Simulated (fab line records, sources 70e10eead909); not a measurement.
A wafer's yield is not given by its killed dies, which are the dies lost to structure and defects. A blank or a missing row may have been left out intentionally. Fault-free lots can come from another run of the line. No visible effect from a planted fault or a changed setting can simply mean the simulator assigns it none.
Matching of chambers || flow nandHarc || NHARC_A_BONDPAD_DEP_00 on pecvd-01: 3 sister chambers
The step deposits SiCN, target thk 250 nm. 6 wafers are shown with their chamber, then 9 later ones without.

## WAFERS PAIRED WITH THEIR CHAMBERS
{"wafer": "L085.5", "chamber": 1, "heaterPowerW (W)": 493}
{"wafer": "L086.5", "chamber": 1, "heaterPowerW (W)": 430}
{"wafer": "L086.6", "chamber": 2, "heaterPowerW (W)": 593}
{"wafer": "L092.1", "chamber": 2, "heaterPowerW (W)": 566}
{"wafer": "L092.2", "chamber": 0, "heaterPowerW (W)": 694}
{"wafer": "L092.5", "chamber": 0, "heaterPowerW (W)": 718}

## WAFERS WHOSE CHAMBER IS MISSING
{"wafer": "L090.1", "heaterPowerW (W)": 634}
{"wafer": "L090.2", "heaterPowerW (W)": 510}
{"wafer": "L090.3", "heaterPowerW (W)": 653}
{"wafer": "L096.1", "heaterPowerW (W)": 509}
{"wafer": "L096.3", "heaterPowerW (W)": 502}
{"wafer": "L096.6", "heaterPowerW (W)": 529}
{"wafer": "L097.1", "heaterPowerW (W)": 482}
{"wafer": "L097.2", "heaterPowerW (W)": 583}
{"wafer": "L097.5", "heaterPowerW (W)": 721}

## EACH ONE'S CHAMBER
{"wafer": "L090.1", "from the rows above": "can't be placed: 2 or 0", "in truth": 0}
{"wafer": "L090.2", "from the rows above": "can't be placed: 1 or 2", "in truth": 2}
{"wafer": "L090.3", "from the rows above": "can't be placed: 0 or 2", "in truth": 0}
{"wafer": "L096.1", "from the rows above": "can't be placed: 1 or 2", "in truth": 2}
{"wafer": "L096.3", "from the rows above": "can't be placed: 1 or 2", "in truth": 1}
{"wafer": "L096.6", "from the rows above": "can't be placed: 2 or 1", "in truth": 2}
{"wafer": "L097.1", "from the rows above": 1, "in truth": 1}
{"wafer": "L097.2", "from the rows above": 2, "in truth": 2}
{"wafer": "L097.5", "from the rows above": 0, "in truth": 0}
Correct placement for 3 of the 9. These rows do not allow placing 6 (true chamber among the candidates in 6). 0 placed wrongly.
How it was worked out, from the rows above alone: a wafer's distance from a chamber is the root of the sum, over the readings, of the square of ((its reading less the chamber's mean) divided by the reading's scatter). The wafer belongs to the nearest chamber; if the next one is less than 2 further off, it can't be placed. Each chamber's mean is taken over the wafers shown for it. The scatter is the square root of a quotient: the sum, over the shown wafers, of each reading's squared deviation from its chamber's mean, divided by wafers minus chambers.
